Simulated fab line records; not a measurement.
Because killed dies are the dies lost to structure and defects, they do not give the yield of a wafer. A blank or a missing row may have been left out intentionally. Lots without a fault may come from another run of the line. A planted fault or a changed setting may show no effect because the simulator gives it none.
Which tool did it? || flow nand harc || 11 lots with 33 wafers sampled at 6 steps, on a route of 1302 steps

WHAT THE GAUGES SHOWED, per wafer
NHARC_P_GATE_CD_MEAS_91: the cd target is 2000 nm.
{"lot": "L509", "measured": "day 6 00:13", "on": "cd sem-01", "cd nm (nm)": "2002.4 2001.2 2006.1"}
{"lot": "L510", "measured": "day 6 00:53", "on": "cd sem-03", "cd nm (nm)": "2002.9 2001.9 2003.0"}
{"lot": "L511", "measured": "day 6 16:38", "on": "cd sem-01", "cd nm (nm)": "1996.7 1998.4 1995.3"}
{"lot": "L512", "measured": "day 6 17:06", "on": "cd sem-03", "cd nm (nm)": "1999.8 2003.1 1999.0"}
{"lot": "L513", "measured": "day 7 11:08", "on": "cd sem-01", "cd nm (nm)": "1998.4 1996.8 2001.0"}
{"lot": "L514", "measured": "day 7 19:25", "on": "cd sem-02", "cd nm (nm)": "2001.3 2002.0 2000.9"}
{"lot": "L516", "measured": "day 8 15:07", "on": "cd sem-01", "cd nm (nm)": "2002.2 1999.4 2002.5"}
{"lot": "L522", "measured": "day 11 04:22", "on": "cd sem-02", "cd nm (nm)": "2001.5 2007.1 2004.7"}
{"lot": "L523", "measured": "day 11 18:00", "on": "cd sem-02", "cd nm (nm)": "1999.2 2002.7 1999.4"}
{"lot": "L524", "measured": "day 11 18:45", "on": "cd sem-02", "cd nm (nm)": "1994.8 1996.0 1998.3"}
{"lot": "L532", "measured": "day 15 12:21", "on": "cd sem-01", "cd nm (nm)": "1995.5 1997.6 1999.9"}

NHARC_P_GATE_INSPECT_68.
{"lot": "L509", "measured": "day 6 03:17", "on": "defect inspect-02", "raw defect count": "255 436 231"}
{"lot": "L510", "measured": "day 6 04:04", "on": "defect inspect-01", "raw defect count": "203 120 225"}
{"lot": "L511", "measured": "day 6 19:44", "on": "defect inspect-01", "raw defect count": "395 183 178"}
{"lot": "L512", "measured": "day 6 21:23", "on": "defect inspect-02", "raw defect count": "197 101 140"}
{"lot": "L513", "measured": "day 7 14:13", "on": "defect inspect-02", "raw defect count": "107 109 155"}
{"lot": "L514", "measured": "day 7 22:29", "on": "defect inspect-02", "raw defect count": "166 242 247"}
{"lot": "L516", "measured": "day 8 18:16", "on": "defect inspect-02", "raw defect count": "150 223 337"}
{"lot": "L522", "measured": "day 11 07:44", "on": "defect inspect-02", "raw defect count": "147 128 165"}
{"lot": "L523", "measured": "day 11 21:10", "on": "defect inspect-01", "raw defect count": "522 577 590"}
{"lot": "L524", "measured": "day 11 21:49", "on": "defect inspect-02", "raw defect count": "622 527 636"}
{"lot": "L532", "measured": "day 15 15:26", "on": "defect inspect-02", "raw defect count": "112 144 179"}

NHARC_END_SORT_01.
{"lot": "L523", "measured": "day 29 23:02", "on": "prober-01", "killed at array": "45 54 41", "killed at other": "1 0 0", "killed at periphery": "77 50 53", "killed dies": "123 104 94", "killed open": "2 5 4", "killed short": "2 1 0"}
{"lot": "L524", "measured": "day 29 22:18", "on": "prober-02", "killed at array": "51 53 44", "killed at other": "2 0 2", "killed at periphery": "78 46 45", "killed dies": "131 99 91", "killed open": "2 3 1", "killed short": "6 3 0"}

WHAT TOOL EACH LOT RAN ON (gives the tool, then ch and the chambers of the sampled wafers, and finally the start)
{"lot": "L509", "NHARC_P_GATE_STRIP_76": "plasma asher-02 ch 0,1, day 5 23:20", "NHARC_P_CONTACT_DEP_00": "pecvd-04 ch 0,1,2, day 6 05:11 or earlier", "NHARC_P_CONTACT_ETCH_35": "rie diel-05 ch 1,2, day 6 05:11"}
{"lot": "L510", "NHARC_P_GATE_STRIP_76": "plasma asher-01 ch 0,1, day 5 23:59", "NHARC_P_CONTACT_DEP_00": "pecvd-04 ch 1,2, day 6 05:56 or earlier", "NHARC_P_CONTACT_ETCH_35": "rie diel-01 ch 0,1,3, day 6 05:56"}
{"lot": "L511", "NHARC_P_GATE_STRIP_76": "plasma asher-01 ch 0,1, day 6 15:40", "NHARC_P_CONTACT_DEP_00": "pecvd-02 ch 0,1,2, day 6 21:38 or earlier", "NHARC_P_CONTACT_ETCH_35": "rie diel-05 ch 0,3, day 6 21:38"}
{"lot": "L512", "NHARC_P_GATE_STRIP_76": "plasma asher-01 ch 0,1, day 6 16:11", "NHARC_P_CONTACT_DEP_00": "pecvd-02 ch 1,2, day 6 23:19 or earlier", "NHARC_P_CONTACT_ETCH_35": "rie diel-05 ch 0,2, day 6 23:19"}
{"lot": "L513", "NHARC_P_GATE_STRIP_76": "plasma asher-02 ch 0,1, day 7 10:13", "NHARC_P_CONTACT_DEP_00": "pecvd-02 ch 0,2, day 7 15:59 or earlier", "NHARC_P_CONTACT_ETCH_35": "rie diel-01 ch 0,1,2, day 7 15:59"}
{"lot": "L514", "NHARC_P_GATE_STRIP_76": "plasma asher-02 ch 0,1, day 7 18:30", "NHARC_P_CONTACT_DEP_00": "pecvd-04 ch 0,1, day 8 00:23 or earlier", "NHARC_P_CONTACT_ETCH_35": "rie diel-01 ch 0,2, day 8 00:23"}
{"lot": "L516", "NHARC_P_GATE_STRIP_76": "plasma asher-01 ch 0,1, day 8 14:19", "NHARC_P_CONTACT_DEP_00": "pecvd-04 ch 1,2, day 8 20:08 or earlier", "NHARC_P_CONTACT_ETCH_35": "rie diel-08 ch 1,2,3, day 8 20:08"}
{"lot": "L522", "NHARC_P_GATE_STRIP_76": "plasma asher-01 ch 0,1, day 11 03:28", "NHARC_P_CONTACT_DEP_00": "pecvd-02 ch 0,2, day 11 09:37 or earlier", "NHARC_P_CONTACT_ETCH_35": "rie diel-05 ch 0,1, day 11 09:37"}
{"lot": "L523", "NHARC_P_GATE_STRIP_76": "plasma asher-01 ch 0,1, day 11 17:13", "NHARC_P_CONTACT_DEP_00": "pecvd-02 ch 1,2, day 11 22:55 or earlier", "NHARC_P_CONTACT_ETCH_35": "rie diel-01 ch 0,1,3, day 11 22:55"}
{"lot": "L524", "NHARC_P_GATE_STRIP_76": "plasma asher-01 ch 0,1, day 11 17:50", "NHARC_P_CONTACT_DEP_00": "pecvd-04 ch 1,2, day 11 23:49 or earlier", "NHARC_P_CONTACT_ETCH_35": "rie diel-05 ch 0,1,2, day 11 23:49"}
{"lot": "L532", "NHARC_P_GATE_STRIP_76": "plasma asher-02 ch 0,1, day 15 11:34", "NHARC_P_CONTACT_DEP_00": "pecvd-02 ch 0,1,2, day 15 17:12 or earlier", "NHARC_P_CONTACT_ETCH_35": "rie diel-08 ch 0,1,2, day 15 17:12"}
- NHARC_P_GATE_STRIP_76: strips in O2.
- NHARC_P_CONTACT_DEP_00: deposits SiO2, target thk 500 nm.
- NHARC_P_CONTACT_ETCH_35: etches the open film in CF4, target depth 39 nm, time 65 s.

WHAT THE TOOLS THEMSELVES READ (means of the sampled wafers that have a number; where no wafer has one, the mark that the record gives instead)
NHARC_P_GATE_STRIP_76.
{"lot": "L509", "tool": "plasma asher-02", "drypump motor current A (A)": 5.3, "heater power w (W)": 326}
{"lot": "L510", "tool": "plasma asher-01", "drypump motor current A (A)": 6.1, "heater power w (W)": 349}
{"lot": "L511", "tool": "plasma asher-01", "drypump motor current A (A)": 6.1, "heater power w (W)": 348}
{"lot": "L512", "tool": "plasma asher-01", "drypump motor current A (A)": 6.1, "heater power w (W)": 358}
{"lot": "L513", "tool": "plasma asher-02", "drypump motor current A (A)": 5.6, "heater power w (W)": 327}
{"lot": "L514", "tool": "plasma asher-02", "drypump motor current A (A)": 5.3, "heater power w (W)": 331}
{"lot": "L516", "tool": "plasma asher-01", "drypump motor current A (A)": 5.6, "heater power w (W)": 330}
{"lot": "L522", "tool": "plasma asher-01", "drypump motor current A (A)": 6.1, "heater power w (W)": 347}
{"lot": "L523", "tool": "plasma asher-01", "drypump motor current A (A)": 5.6, "heater power w (W)": 324}
{"lot": "L524", "tool": "plasma asher-01", "drypump motor current A (A)": 5.6, "heater power w (W)": 327}
{"lot": "L532", "tool": "plasma asher-02", "drypump motor current A (A)": 5.6, "heater power w (W)": 328}

NHARC_P_CONTACT_DEP_00.
{"lot": "L509", "tool": "pecvd-04", "flow sccm (sccm)": 2648, "heater power w (W)": 615, "throttle valve pct (%)": 15.6}
{"lot": "L510", "tool": "pecvd-04", "flow sccm (sccm)": 2654, "heater power w (W)": 612, "throttle valve pct (%)": 15.5}
{"lot": "L511", "tool": "pecvd-02", "flow sccm (sccm)": 2655, "heater power w (W)": 572, "throttle valve pct (%)": 16.2}
{"lot": "L512", "tool": "pecvd-02", "flow sccm (sccm)": 2649, "heater power w (W)": 594, "throttle valve pct (%)": 16.4}
{"lot": "L513", "tool": "pecvd-02", "flow sccm (sccm)": 2654, "heater power w (W)": 554, "throttle valve pct (%)": 16.2}
{"lot": "L514", "tool": "pecvd-04", "flow sccm (sccm)": 2644, "heater power w (W)": 658, "throttle valve pct (%)": 15.6}
{"lot": "L516", "tool": "pecvd-04", "flow sccm (sccm)": 2660, "heater power w (W)": 531, "throttle valve pct (%)": 15.6}
{"lot": "L522", "tool": "pecvd-02", "flow sccm (sccm)": 2658, "heater power w (W)": 579, "throttle valve pct (%)": 16.5}
{"lot": "L523", "tool": "pecvd-02", "flow sccm (sccm)": 2649, "heater power w (W)": 607, "throttle valve pct (%)": 16.9}
{"lot": "L524", "tool": "pecvd-04", "flow sccm (sccm)": 2652, "heater power w (W)": 619, "throttle valve pct (%)": 15.8}
{"lot": "L532", "tool": "pecvd-02", "flow sccm (sccm)": 2652, "heater power w (W)": 588, "throttle valve pct (%)": 16.5}

NHARC_P_CONTACT_ETCH_35.
{"lot": "L509", "tool": "rie diel-05", "cf4 flow sccm (sccm)": 150.1, "drypump motor current A (A)": 6.4, "oes product au (a.u.)": 1.015, "rf vpp V (V)": 150.6, "showerhead plenum p Torr (Torr)": 1.75, "throttle valve pct (%)": 13.292}
{"lot": "L510", "tool": "rie diel-01", "cf4 flow sccm (sccm)": 150.2, "drypump motor current A (A)": 5.5, "oes product au (a.u.)": 1.007, "rf vpp V (V)": 152.2, "showerhead plenum p Torr (Torr)": 1.84, "throttle valve pct (%)": 13.288}
{"lot": "L511", "tool": "rie diel-05", "cf4 flow sccm (sccm)": 150.0, "drypump motor current A (A)": 5.1, "oes product au (a.u.)": 0.998, "rf vpp V (V)": 150.5, "showerhead plenum p Torr (Torr)": 1.76, "throttle valve pct (%)": 13.282}
{"lot": "L512", "tool": "rie diel-05", "cf4 flow sccm (sccm)": 150.5, "drypump motor current A (A)": 5.7, "oes product au (a.u.)": 1.013, "rf vpp V (V)": 150.3, "showerhead plenum p Torr (Torr)": 1.74, "throttle valve pct (%)": 13.283}
{"lot": "L513", "tool": "rie diel-01", "cf4 flow sccm (sccm)": 150.3, "drypump motor current A (A)": 5.3, "oes product au (a.u.)": 0.998, "rf vpp V (V)": 151.0, "showerhead plenum p Torr (Torr)": 1.81, "throttle valve pct (%)": 13.289}
{"lot": "L514", "tool": "rie diel-01", "cf4 flow sccm (sccm)": 149.9, "drypump motor current A (A)": 5.2, "oes product au (a.u.)": 0.998, "rf vpp V (V)": 150.7, "showerhead plenum p Torr (Torr)": 1.79, "throttle valve pct (%)": 13.285}
{"lot": "L516", "tool": "rie diel-08", "cf4 flow sccm (sccm)": 149.5, "drypump motor current A (A)": 6.3, "oes product au (a.u.)": 0.980, "rf vpp V (V)": 152.4, "showerhead plenum p Torr (Torr)": 1.79, "throttle valve pct (%)": 13.290}
{"lot": "L522", "tool": "rie diel-05", "cf4 flow sccm (sccm)": 150.4, "drypump motor current A (A)": 5.7, "oes product au (a.u.)": 0.986, "rf vpp V (V)": 150.5, "showerhead plenum p Torr (Torr)": 1.77, "throttle valve pct (%)": 13.288}
{"lot": "L523", "tool": "rie diel-01", "cf4 flow sccm (sccm)": 150.2, "drypump motor current A (A)": 5.5, "oes product au (a.u.)": 0.996, "rf vpp V (V)": 152.3, "showerhead plenum p Torr (Torr)": 1.84, "throttle valve pct (%)": 13.281}
{"lot": "L524", "tool": "rie diel-05", "cf4 flow sccm (sccm)": 149.6, "drypump motor current A (A)": 6.0, "oes product au (a.u.)": 0.992, "rf vpp V (V)": 151.6, "showerhead plenum p Torr (Torr)": 1.76, "throttle valve pct (%)": 13.283}
{"lot": "L532", "tool": "rie diel-08", "cf4 flow sccm (sccm)": 150.0, "drypump motor current A (A)": 6.1, "oes product au (a.u.)": 0.996, "rf vpp V (V)": 152.2, "showerhead plenum p Torr (Torr)": 1.78, "throttle valve pct (%)": 13.284}

THE ANSWER, worked out from the rows above alone
Rule: the lots themselves supply what counts as usual. Put in order of their means at a reading, lots are off if they are a third of the lots or fewer, leave a main group of 4 or more, and stand apart from it by a gap of 3 or more times the standard deviation of the main group's means; of several such gaps the widest counts. The tables above print the reading to a certain number of digits; a main group whose means all agree to those digits is not used. Also off: a lot with no number at a reading for which 4 or more lots have one. Any other lot the step has rows for is counted as sound. The gauges are gone through in route order, then the tools' own readings, and for those a lot's mean is taken as printed above. At the first step where some lot is off, the reading lying furthest off is the one used; lots without a number count as furthest.
Off, at NHARC_P_GATE_INSPECT_68 on raw defect count: L523, L524. For the main group the mean is 195 and the standard deviation 58.
A tool fits if, at a process step before that reading, it ran every lot that is off, and no sound lot after the first of them. The gauges at NHARC_P_GATE_INSPECT_68 are tried like those tools. One fits: NHARC_P_GATE_STRIP_76 on plasma asher-01. A fault onset in the window from L522 (day 11 03:28, its last sound lot) to L523 (day 11 17:13, its first lot off) fits.

WHAT THE SIMULATOR PUT IN
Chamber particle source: plasma asher-01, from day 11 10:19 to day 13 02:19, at NHARC_P_GATE_STRIP_76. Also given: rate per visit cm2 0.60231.
Struck lots among those shown: L523, L524. The same result came from the rule above.
